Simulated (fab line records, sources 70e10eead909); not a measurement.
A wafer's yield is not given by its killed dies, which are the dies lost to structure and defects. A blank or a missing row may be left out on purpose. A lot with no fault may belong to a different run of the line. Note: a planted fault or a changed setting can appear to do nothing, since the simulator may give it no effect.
fab line records	flow nand-harc
record lots=12	wafers=36	last-day=34
route steps=1302 shown P_ZERO_WELL@44 P_STI@84 P_GATE@124
lots untouched by any fault: they come from a run of this same line in which no faults occurred
start-h: start of the lot's first displayed wafer, in hours after the record's first day	wait-h: hours since the lot's step before	" same as the row above	L1.1+2: one row covering several wafers at once	- value missing, or start not given	* or withheld: withheld	< > ~ a bound
route shown NAME@n: names a module that has steps shown in the file, with the first one's number in the route	usual: average and standard deviation across the fault-free wafers	same: alike in all rows	chamber/n: place in a boat	sites: the reading at each site	_std_site: their standard deviation	_edge_site: the outer-site mean with the inner-site mean subtracted	radius-mm: how far each site lies from the wafer's centre	mask NAME#n: copy n	behind: tool/chamber where the wafer was last shaped	hold: what put the lot on hold/how long, in hours/how the hold closed	device: names the non-switching transistor (n, p or np)	end of line: tests run on the same wafers once the route is complete	a step given without rows: its recipe and nothing more	killed: not the wafer's yield, but the dies lost to structure and defects at the first sort	map: dies across one wafer; x = killed, . = not, _ = none there
set.NAME: the setting the step ran with; set.NAME@STEP: the setting that earlier step ran with	model.NAME: the simulator's own value behind a step, which no gauge read
steps of the route over a sample of lots; a table a step, a row a wafer
services: from which hour (start-h, from the record's first day; less than 0 if before it) a tool's chamber was out of use, for how many hours, and why
## steps
# step NHARC_P_ZERO_WELL_CD_MEAS_37
# recipe target-cd-nm=720	landing-energy-ev=500
# usual cd-nm=721.7/2.1
lot.wafer	tool	chamber	start-h	wait-h	cd-nm
L543.3	cd-sem-02	0	24.50	-	718.9
L543.4	"	0	"	"	720.2
L543.5	"	0	"	"	719.3
L544.1	cd-sem-01	0	34.22	-	719.5
L544.2	"	0	"	"	720.4
L544.6	"	0	"	"	719.8
L546.1	cd-sem-02	0	54.09	-	722.9
L546.2	"	0	"	"	720.8
L546.3	"	0	"	"	722.3
L548.2	cd-sem-01	0	74.32	-	723.2
L548.3	"	0	"	"	722.2
L548.5	"	0	"	"	723.3
L549.2	cd-sem-01	0	84.14	-	724.1
L549.3	"	0	"	"	724.2
L549.4	"	0	"	"	724.6
L558.1	cd-sem-03	0	174.65	-	720.0
L558.2	"	0	"	"	723.1
L558.3	"	0	"	"	721.6
L559.3	cd-sem-02	0	184.31	-	724.7
L559.5	"	0	"	"	725.4
L559.6	"	0	"	"	724.9
L561.1	cd-sem-02	0	204.33	-	724.2
L561.3	"	0	"	"	719.8
L561.4	"	0	"	"	720.9
L562.2	cd-sem-01	0	214.19	-	724.0
L562.4	"	0	"	"	721.8
L562.5	"	0	"	"	720.0
L563.1	cd-sem-02	0	224.12	-	719.9
L563.3	"	0	"	"	719.8
L563.4	"	0	"	"	717.6
L564.1	cd-sem-02	0	234.11	-	720.2
L564.3	"	0	"	"	720.5
L564.5	"	0	"	"	721.5
L566.3	cd-sem-03	0	254.42	-	721.5
L566.4	"	0	"	"	723.0
L566.6	"	0	"	"	722.6
# step NHARC_P_STI_OVL_MEAS_10
# usual overlay-x-nm=-2/6.5	overlay-y-nm=2/6.3
lot.wafer	tool	chamber	start-h	wait-h	overlay-x-nm	overlay-y-nm
L543.3	overlay-02	-	44.50	-	2	9
L543.4	"	-	"	"	1	9
L543.5	"	-	"	"	1	9
L544.1	overlay-01	-	54.53	-	-11	-3
L544.2	"	-	"	"	-12	-4
L544.6	"	-	"	"	-12	-4
L546.1	overlay-02	-	75.52	-	-2	-2
L546.2	"	-	"	"	-3	-2
L546.3	"	-	"	"	-3	-2
L548.2	overlay-02	-	96.89	-	1	7
L548.3	"	-	"	"	1	7
L548.5	"	-	"	"	2	8
L549.2	overlay-02	-	104.54	-	-1	12
L549.3	"	-	"	"	0	12
L549.4	"	-	"	"	-1	12
L558.1	overlay-02	-	194.48	-	-10	-1
L558.2	"	-	"	"	-10	-2
L558.3	"	-	"	"	-10	-1
L559.3	overlay-02	-	203.15	-	10	-4
L559.5	"	-	"	"	10	-4
L559.6	"	-	"	"	10	-4
L561.1	overlay-02	-	226.65	-	-5	5
L561.3	"	-	"	"	-5	5
L561.4	"	-	"	"	-5	5
L562.2	overlay-01	-	237.66	-	-10	-1
L562.4	"	-	"	"	-9	-1
L562.5	"	-	"	"	-10	-1
L563.1	overlay-01	-	246.47	-	-5	7
L563.3	"	-	"	"	-5	6
L563.4	"	-	"	"	-5	6
L564.1	overlay-01	-	253.72	-	-3	1
L564.3	"	-	"	"	-2	1
L564.5	"	-	"	"	-2	1
L566.3	overlay-02	-	274.44	-	12	8
L566.4	"	-	"	"	12	8
L566.6	"	-	"	"	12	8
# step NHARC_P_GATE_DESCUM_13
# recipe time-s=3	o2-flow-sccm=200	ar-flow-sccm=0	bias-power-w=0	chemistry=O2
# usual drypump-motor-current-A=5.6/0.39	o2-flow-sccm=200.0/0.59	oes-product-au=1.001/0.011	rf-vpp-V=58.1/0.91	showerhead-plenum-p-Torr=1.96/0.086	throttle-valve-pct=11.311/0.0087
lot.wafer	tool	chamber	start-h	wait-h	drypump-motor-current-A	o2-flow-sccm	oes-product-au	rf-hours-counter-h	rf-vpp-V	showerhead-plenum-p-Torr	throttle-valve-pct
L543.4	rie-diel-03	3	83.54	-	5.7	199.9	1.008	10	57.8	2.06	11.302
L543.3	"	1	"	"	5.4	199.6	0.995	11	57.6	1.96	11.287
L543.5	"	3	"	"	5.7	199.8	1.005	-	59.5	2.06	11.303
L544.1	rie-diel-03	3	90.59	-	5.7	200.0	1.005	10	58.0	2.06	11.303
L544.2	"	0	"	"	6.4	200.8	1.018	11	59.7	1.84	11.306
L544.6	"	1	"	"	5.4	200.9	1.006	-	58.6	1.96	11.323
L546.1	rie-diel-11	2	116.82	-	5.1	200.1	1.005	3	57.3	2.06	11.300
L546.3	"	0	"	"	5.8	200.6	1.007	2	56.5	1.86	11.308
L546.2	"	1	"	"	5.9	200.6	1.010	2	57.5	2.03	11.318
L548.2	rie-diel-03	1	133.07	-	5.4	200.4	1.018	0	57.7	1.96	11.313
L548.3	"	3	"	"	5.7	200.9	0.970	0	57.9	2.06	11.322
L548.5	"	0	"	"	6.4	200.7	0.998	-	58.6	1.84	11.327
L549.3	rie-diel-06	0	140.42	-	5.0	199.7	1.016	0	58.7	1.98	11.306
L549.4	"	1	"	"	6.0	200.0	1.020	0	57.3	2.04	11.313
L549.2	"	2	"	"	5.4	200.0	1.004	0	59.4	2.01	11.308
L558.2	rie-diel-03	3	230.39	-	5.7	200.4	0.988	4	59.3	2.06	11.302
L558.1	"	0	"	"	6.4	200.4	1.007	4	59.7	1.84	11.316
L558.3	"	1	"	"	5.4	200.0	1.010	4	58.5	1.95	11.292
L559.3	rie-diel-03	2	242.60	-	5.5	199.2	0.988	4	57.5	1.87	11.301
L559.5	"	2	"	"	5.4	199.6	0.991	-	58.8	1.87	11.307
L559.6	"	3	"	"	5.7	199.8	0.996	-	58.5	2.06	11.304
L561.1	rie-diel-11	3	269.47	-	5.5	199.2	1.000	0	57.8	1.85	11.302
L561.3	"	0	"	"	5.8	198.7	1.010	0	54.8	1.85	11.321
L561.4	"	1	"	"	5.9	200.1	1.007	0	56.6	2.02	11.326
L562.4	rie-diel-11	1	280.36	-	5.9	201.5	0.988	1	57.7	2.02	11.301
L562.2	"	2	"	"	5.1	199.6	0.978	1	59.4	2.05	11.302
L562.5	"	1	"	"	5.9	200.3	0.998	-	58.9	2.02	11.312
L563.3	rie-diel-11	1	285.29	-	5.9	200.6	0.996	1	59.2	2.02	11.312
L563.1	"	2	"	"	5.1	199.1	0.981	1	59.3	2.06	11.297
L563.4	"	0	"	"	5.8	199.6	0.992	1	59.4	1.85	11.296
L564.3	rie-diel-06	3	292.01	-	5.6	199.7	0.997	9	59.5	2.04	11.319
L564.1	"	0	"	"	5.1	199.9	0.999	8	57.4	1.98	11.307
L564.5	"	3	"	"	5.6	199.9	0.991	-	57.6	2.04	11.306
L566.3	rie-diel-03	1	312.28	-	5.4	199.9	0.989	2	58.0	1.95	11.319
L566.4	"	3	"	"	5.6	199.8	0.998	2	57.3	2.06	11.305
L566.6	"	1	"	"	5.4	200.5	0.993	-	57.3	1.95	11.305
# step NHARC_P_GATE_PEB_24
# recipe peb-temp-c=100	peb-time-s=65
# usual chill-plate-temp-C=22.98/0.11
lot.wafer	tool	chamber	start-h	wait-h	chill-plate-temp-C
L543.3	litho-track-06	0	99.80	0.0	22.99
L543.4	"	0	"	"	22.95
L543.5	"	0	"	"	23.09
L544.1	litho-track-01	0	105.02	0.1	22.93
L544.2	"	0	"	"	22.82
L544.6	"	0	"	"	22.77
L546.1	litho-track-01	0	130.08	0.1	23.12
L546.2	"	0	"	"	22.88
L546.3	"	0	"	"	23.06
L548.2	litho-track-06	0	147.80	0.1	22.97
L548.3	"	0	"	"	22.98
L548.5	"	0	"	"	23.06
L549.2	litho-track-04	0	159.36	0.1	23.07
L549.3	"	0	"	"	22.83
L549.4	"	0	"	"	22.92
L558.1	litho-track-06	0	244.32	0.1	22.71
L558.2	"	0	"	"	22.93
L558.3	"	0	"	"	22.88
L559.3	litho-track-06	0	262.24	0.0	22.93
L559.5	"	0	"	"	22.96
L559.6	"	0	"	"	22.89
L561.1	litho-track-04	0	284.76	0.1	23.04
L561.3	"	0	"	"	22.91
L561.4	"	0	"	"	23.03
L562.2	litho-track-04	0	296.15	0.1	22.98
L562.4	"	0	"	"	23.12
L562.5	"	0	"	"	23.09
L563.1	litho-track-04	0	299.38	0.1	22.98
L563.3	"	0	"	"	23.01
L563.4	"	0	"	"	23.00
L564.1	litho-track-04	0	312.10	0.1	22.95
L564.3	"	0	"	"	22.92
L564.5	"	0	"	"	22.63
L566.3	litho-track-04	0	329.58	0.0	22.86
L566.4	"	0	"	"	22.95
L566.6	"	0	"	"	22.90
# step NHARC_P_GATE_CD_MEAS_26
# recipe target-cd-nm=120	landing-energy-ev=500
# usual cd-nm=119.8/0.61
lot.wafer	tool	chamber	start-h	wait-h	cd-nm
L543.3	cd-sem-02	0	99.88	-	119.5
L543.4	"	0	"	"	119.7
L543.5	"	0	"	"	118.8
L544.1	cd-sem-03	0	105.10	-	120.2
L544.2	"	0	"	"	119.5
L544.6	"	0	"	"	119.3
L546.1	cd-sem-02	0	130.16	-	119.6
L546.2	"	0	"	"	120.1
L546.3	"	0	"	"	119.8
L548.2	cd-sem-03	0	147.88	-	117.8
L548.3	"	0	"	"	119.9
L548.5	"	0	"	"	120.0
L549.2	cd-sem-02	0	159.44	-	119.0
L549.3	"	0	"	"	118.5
L549.4	"	0	"	"	119.6
L558.1	cd-sem-03	0	244.40	-	113.4
L558.2	"	0	"	"	112.8
L558.3	"	0	"	"	112.6
L559.3	cd-sem-03	0	262.32	-	111.9
L559.5	"	0	"	"	113.0
L559.6	"	0	"	"	113.2
L561.1	cd-sem-01	0	284.84	-	120.6
L561.3	"	0	"	"	120.3
L561.4	"	0	"	"	120.4
L562.2	cd-sem-03	0	296.23	-	119.2
L562.4	"	0	"	"	120.6
L562.5	"	0	"	"	119.8
L563.1	cd-sem-02	0	299.46	-	120.8
L563.3	"	0	"	"	120.5
L563.4	"	0	"	"	120.2
L564.1	cd-sem-02	0	312.18	-	119.0
L564.3	"	0	"	"	119.9
L564.5	"	0	"	"	120.0
L566.3	cd-sem-01	0	329.66	-	120.2
L566.4	"	0	"	"	119.0
L566.6	"	0	"	"	120.3
## services
tool	chamber	start-h	hours	kind
rie-diel-11	-	78.50	9.0	pm
rie-diel-03	0	83.33	-	clean
rie-diel-03	1	83.33	-	clean
rie-diel-03	2	83.33	-	clean
rie-diel-03	3	83.33	-	clean
rie-diel-03	-	104.31	9.0	pm
rie-diel-03	0	104.31	9.0	vent-cycle
rie-diel-03	1	104.31	9.0	vent-cycle
rie-diel-06	-	130.20	9.0	pm
rie-diel-11	2	147.25	22.2	repair
litho-track-01	-	155.00	7.0	pm
rie-diel-03	1	155.32	20.9	repair
rie-diel-06	0	172.58	21.5	repair
litho-track-06	-	179.00	7.0	pm
litho-track-04	-	203.01	7.0	pm
rie-diel-06	-	207.70	0.2	repair
rie-diel-11	-	212.22	1.4	repair
rie-diel-03	2	219.51	15.7	repair
rie-diel-03	-	219.99	0.7	repair
rie-diel-11	0	242.51	3.7	repair
rie-diel-11	-	255.50	9.0	pm
rie-diel-06	0	268.43	4.0	repair
rie-diel-03	-	281.31	9.0	pm
rie-diel-06	-	307.20	9.0	pm
## key
first-sign step=NHARC_P_GATE_CD_MEAS_26	reading=cd-nm	direction=down	sigmas=11	usual=119.8	struck=112.8
effect none on later readings
met-at NHARC_P_GATE_PEB_24
struck-lots L558,L559
tester-left-out L558,L559
not-acting-at NHARC_P_ZERO_WELL_CD_MEAS_37,NHARC_P_STI_OVL_MEAS_10,NHARC_P_GATE_DESCUM_13
onset-between 147.80 244.32
fault kind=process-parameter-drift	tool=litho-track-06	chamber=-	onset-h=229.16	steps=NHARC_P_GATE_PEB_24	channel=peb-time-s	offset=*	shape=step	end-h=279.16	acts-in=*	stated=*
# tester-left-out: of these lots the tester's yield and bins aren't shown, on N5 and GAA mostly nor the transistor test; their killed dies are dies lost to structure and defects alone, not to doping, threshold or leakage, so they don't give the yield
